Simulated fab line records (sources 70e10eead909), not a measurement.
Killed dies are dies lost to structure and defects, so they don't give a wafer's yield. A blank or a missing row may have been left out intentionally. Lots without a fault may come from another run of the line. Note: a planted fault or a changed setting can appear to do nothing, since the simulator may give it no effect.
A struck lot beside a sound one | flow nand-harc | 14 out of 1302 route steps
Sound: the wafers L530.1, L530.3, L530.4. The struck wafers were L544.1, L544.3. At the end, the cause is stated.
Order at every step that has rows: each side's tool, ch and its chambers, its first start. Under that, the readings that differ: sound wafers | struck wafers | difference of the means | sigmas: that difference in standard deviations of wafers without a fault.
alike: a reading whose means differ by less than 2 such deviations, as well as words and numbers matching on both sides. not compared: withheld readings; readings where some wafer has no value; bounds like >300 that might hide an equal value; numbers whose values overlap and for which the record gives no deviation.
The two part at a step that has a row with sigmas, a row that says differs or no value, or rows on one side only. When numbers do not overlap yet have no deviation, they are printed without sigmas and do not part them. Lack of a reading on every wafer of one side parts them only where that side has two or more wafers.

first, 4 steps without rows for these wafers: NHARC_A_DECK1_JOINT_CURE_26 (time 32 s); NHARC_A_DECK1_JOINT_ANNEAL_27 (time 3600 s); NHARC_A_DECK1_JOINT_ANNEAL_28 (time 1800 s); NHARC_A_DECK1_JOINT_ANNEAL_29 (time 1800 s).
NHARC_A_DECK1_JOINT_CMP_02: polishes SiOx.
  sound on cmp-04 ch 0,1,3, day 13 13:46; struck on cmp-03 ch 0,3, day 19 11:02
  alike: edge-zone-pressure-frac, motor-current-A
then, 1 step without rows for these wafers: NHARC_A_DECK1_JOINT_SRD_15.
NHARC_A_DECK1_JOINT_DEP_16: deposits SiO2, target thk 45 nm.
  sound on pecvd-04 ch 1,2, day 13 14:11; struck on pecvd-03 ch 1,2, day 19 11:23
  alike: heater-power-w, throttle-valve-pct
NHARC_A_DECK1_JOINT_THK_MEAS_17: measures by ellipsometry.
  sound on film-metro-01 at day 13 14:28; struck on film-metro-02 at day 19 11:40
  alike: thk-nm
NHARC_A_DECK1_JOINT_INSPECT_05:
  sound on defect-inspect-01 at day 13 14:30; struck on defect-inspect-01 at day 19 11:42
  alike: raw-defect-count
after that, 1 step with no rows for these wafers: NHARC_A_ONON_D2_DEP_00 (target thk 1000 nm).
NHARC_A_ONON_D2_THK_MEAS_02: measures by ellipsometry.
  sound on film-metro-01 at day 13 15:04; struck on film-metro-02 at day 19 12:17
  reading     | sound       | struck    | difference | sigmas
  thk-nm (nm) | 995 995 996 | 1019 1017 | +23        | +2
NHARC_A_ONON_D2_DEP_03: target thk 1000 nm.
  sound on pecvd-onon-03 ch 0, day 13 15:08; struck on pecvd-onon-03 ch 0, day 19 12:20
NHARC_A_ONON_D2_THK_MEAS_05: measures by ellipsometry.
  sound on film-metro-01 at day 13 15:38; struck on film-metro-02 at day 19 12:50
  reading     | sound       | struck    | difference | sigmas
  thk-nm (nm) | 994 992 993 | 1560 1558 | +566       | +57
after that, 1 step with no rows for these wafers: NHARC_A_ONON_D2_DEP_06 (target thk 1000 nm).

== WHERE THEY PART ==
At NHARC_A_ONON_D2_THK_MEAS_02 first; at NHARC_A_ONON_D2_THK_MEAS_05 last (within this record only).

WHY: the cause the simulator had injected
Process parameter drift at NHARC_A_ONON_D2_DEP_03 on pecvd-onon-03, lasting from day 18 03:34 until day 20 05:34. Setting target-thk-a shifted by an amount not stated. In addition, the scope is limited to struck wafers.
